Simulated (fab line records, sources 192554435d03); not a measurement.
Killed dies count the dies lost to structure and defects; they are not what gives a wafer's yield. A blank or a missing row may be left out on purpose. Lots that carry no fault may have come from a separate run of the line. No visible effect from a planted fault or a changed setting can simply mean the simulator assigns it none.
A lot that was struck, set against a sound lot + flow n5 finfet + 23 steps out of a route of 1938
Sound: the wafers L499.1, L499.3, L499.6. Wafers struck: L486.1, L486.3, L486.4. The cause is given at the end.
At each step with rows: each side's tool, then ch and its chambers, then its first start. Under that, the readings that differ: sound wafers + struck wafers + difference of the means + sigmas: that difference in standard deviations of wafers without a fault.
alike: words and numbers the same on both sides, and readings whose means are apart by under 2 such deviations; not compared: readings that were withheld, readings missing a value for some wafer, numbers with overlapping values and no deviation given by the record, and bounds like >300 which may hide the same value.
A row with sigmas, a row that says differs or no value, or rows on one side alone: a step with any of these is where the two part. Non-overlapping numbers with no deviation appear without sigmas and do not part them. Lack of a reading on every wafer of one side parts them only where that side has two or more wafers.

first, 8 steps without rows for these wafers: N5_BEOL_M9_ANNEAL_51 (time 90 s); N5_BEOL_M9_CMP_52 (polishes, stops on SiCOH lowk, t overpolish 7 s, target thk 140 nm); N5_BEOL_M9_PRE_CLEAN_55 (time 15 s); N5_BEOL_M9_DEP_56 (deposits SiCN from 3MS/NH3, target thk 15 nm, time 26.5 s); N5_BEOL_M10_ILD_DEP_00 (deposits SiCOH lowk from DEMS/porogen, target thk 308.51 nm, time 58 s); N5_BEOL_M10_CURE_71 (cures SiCOH lowk, time 240 s); N5_BEOL_M10_PECVD_70 (deposits SiO2 from TEOS/O2, target thk 20 nm, time 22.7 s); N5_BEOL_M10_HM_DEP_02 (deposits TiN, target thk 20 nm).
N5_BEOL_M10_COAT_59: time 60 s, resist thk 100 nm.
  sound on litho track-05 ch 0, day 14 19:20; struck on litho track-04 ch 0, day 12 15:50
| reading                                   | sound                | struck               | difference | sigmas      |
|-------------------------------------------|----------------------|----------------------|------------|-------------|
| spin speed rpm (rpm)                      | 1500.2 1500.4 1501.0 | 1310.9 1309.6 1308.2 | -191.0     | -99 or more |
| model.SOC_of_BEOL_M10_COAT_59.thk nm (nm) | 100.2 100 99.8       | 107 107.2 107.2      | +7         |             |
  alike: exhaust pa, plate temp C
then, 9 steps without rows for these wafers: N5_BEOL_M10_COAT_60 (time 60 s, resist thk 30 nm); N5_BEOL_M10_COAT_05 (resist thk 90 nm); N5_BEOL_M10_EBR_07; N5_BEOL_M10_SOFTBAKE_06 (time 60 s); N5_BEOL_M10_EXPOSE_08 (exposes mask M10); N5_BEOL_M10_PEB_09 (peb time 60 s); N5_BEOL_M10_DEVELOP_10 (develop time 30 s); N5_BEOL_M10_DESCUM_16 (chemistry O2, time 7.9 s); N5_BEOL_M10_ETCH_61 (etches SiARC in CF4, target depth 39 nm, time 65 s).
N5_BEOL_M10_ETCH_62: etches SOC in N2/H2, target depth 110 nm, overetch 22 nm, time 165 s.
  sound on rie diel-05 ch 2,3, day 14 19:46; struck on rie diel-05 ch 0,1,3, day 12 16:22
| reading                  | sound             | struck            | difference | sigmas |
|--------------------------|-------------------|-------------------|------------|--------|
| model.etch.depth nm (nm) | 100.1 99.91 99.88 | 107.1 107.2 107.2 | +7.2       |        |
  alike: drypump motor current A, oes product au, rf vpp V, showerhead plenum p Torr, throttle valve pct
  not compared: rf hours counter h
then, 2 steps without rows for these wafers: N5_BEOL_M10_STRIP_68 (strips in N2/H2); N5_BEOL_M10_STRIP_67 (strips in CF4).
N5_BEOL_M10_HM_OPEN_17: chemistry Cl2/BCl3, target TiN, target depth 20 nm, overetch 6 nm.
  sound on rie metal-03 ch 0,1, day 14 19:57; struck on rie metal-01 ch 0,1, day 12 16:34
| reading                                   | sound      | struck       | difference | sigmas |
|-------------------------------------------|------------|--------------|------------|--------|
| model.SOC_of_BEOL_M10_COAT_59.thk nm (nm) | 91.8 92 92 | 99 99.2 99.4 | +7         |        |
  alike: drypump motor current A, oes product au, throttle valve pct
  not compared: rf hours counter h
then, 1 step without rows for these wafers: N5_BEOL_M10_STRIP_19 (strips in O2).

## WHERE THEY PART
At N5_BEOL_M10_COAT_59 and nowhere else, as far as this record goes. Later steps at which nothing parts them and some readings are alike: N5_BEOL_M10_ETCH_62, N5_BEOL_M10_HM_OPEN_17.

WHY: the cause the simulator had injected
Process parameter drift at N5_BEOL_M10_COAT_59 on litho track-04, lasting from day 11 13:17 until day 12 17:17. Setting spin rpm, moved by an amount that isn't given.
